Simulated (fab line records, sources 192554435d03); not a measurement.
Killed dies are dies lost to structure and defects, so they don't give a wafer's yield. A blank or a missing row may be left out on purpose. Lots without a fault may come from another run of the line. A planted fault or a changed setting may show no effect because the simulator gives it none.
Split-lot experiment | flow n5_finfet | 7 lots, 21 wafers read, on a route of 1938 steps

THE SPLIT
At N5_PMOS_HMC_CHANNEL_EPI_COAT_03 (resist thk 205 nm), the setting spin_rpm was moved away from the recipe's 1500 rpm on 6 of the 21 wafers read, by +2.9% to +10.7%. The other wafers ran this setting at the recipe's value.

The reading is taken at the split's own step.

THE READING
CAR-ArF-block_of_PMOS_HMC_CHANNEL_EPI_COAT_03.thk_nm (the simulator's own value, which no gauge read), in nm, at N5_PMOS_HMC_CHANNEL_EPI_COAT_03 (resist thk 205 nm). The file gives no usual value for it. The 15 wafers here that ran the recipe average 205.3 nm, standard deviation 0.48 nm.

wafer  | tool, chamber at the split | spin_rpm as run, rpm | against the recipe | CAR-ArF-block_of_PMOS_HMC_CHANNEL_EPI_COAT_03.thk_nm, nm | against lot-mates on the recipe
L074.1 | litho_track-04, 0          | 1500                 | recipe             | 205.8                                                    | -
L074.3 | litho_track-04, 0          | 1500                 | recipe             | 206.1                                                    | -
L074.5 | litho_track-04, 0          | 1500                 | recipe             | 205.6                                                    | -
L078.2 | litho_track-04, 0          | 1500                 | recipe             | 204.9                                                    | -
L078.3 | litho_track-04, 0          | 1500                 | recipe             | 204.6                                                    | -
L078.6 | litho_track-04, 0          | 1500                 | recipe             | 205.3                                                    | -
L086.2 | litho_track-03, 0          | 1661                 | +10.7%             | 195.4                                                    | -10.2
L086.4 | litho_track-03, 0          | 1500                 | recipe             | 205.5                                                    | -
L086.6 | litho_track-03, 0          | 1500                 | recipe             | 205.7                                                    | -
L088.3 | litho_track-03, 0          | 1500                 | recipe             | 205.6                                                    | -
L088.5 | litho_track-03, 0          | 1613                 | +7.5%              | 197.9                                                    | -7.7
L088.6 | litho_track-03, 0          | 1613                 | +7.5%              | 197.4                                                    | -8.2
L090.2 | litho_track-04, 0          | 1604                 | +6.9%              | 198.4                                                    | -7.2
L090.4 | litho_track-04, 0          | 1500                 | recipe             | 206.1                                                    | -
L090.6 | litho_track-04, 0          | 1500                 | recipe             | 205.2                                                    | -
L091.2 | litho_track-01, 0          | 1500                 | recipe             | 204.9                                                    | -
L091.4 | litho_track-01, 0          | 1500                 | recipe             | 205                                                      | -
L091.6 | litho_track-01, 0          | 1570                 | +4.7%              | 200.4                                                    | -4.5
L095.1 | litho_track-03, 0          | 1500                 | recipe             | 204.6                                                    | -
L095.3 | litho_track-03, 0          | 1500                 | recipe             | 204.9                                                    | -
L095.5 | litho_track-03, 0          | 1543                 | +2.9%              | 201.6                                                    | -3.2

THE FIT
A straight line over all 21 wafers: CAR-ArF-block_of_PMOS_HMC_CHANNEL_EPI_COAT_03.thk_nm changes by -0.982 nm for each +1% of spin_rpm; r = -0.99; the points scatter about the line by 0.51 nm.
The same after taking each lot's own level away (the mean of its wafers on the recipe; 21 wafers): -1.01 nm for each +1%; r = -1.00; scatter 0.3 nm.
On that fit, the largest move of spin_rpm shifts the reading by 11 nm.
The lots' own levels span 204.75 to 205.83 nm, that is 2.3 times the standard deviation above.
So the lot-to-lot level changes the slope little: the two slopes agree.
Check: with one of the wafers moved furthest among these (+10.7%) left out of the fit, the line predicts -11.2 nm for it against its lot-mates. It came out at -10.2 nm against them.

THE FILE'S OWN FIT
CAR-ArF-block_of_PMOS_HMC_CHANNEL_EPI_COAT_03.thk_nm changes by -0.995 nm for each +1% of spin_rpm, r = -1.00.
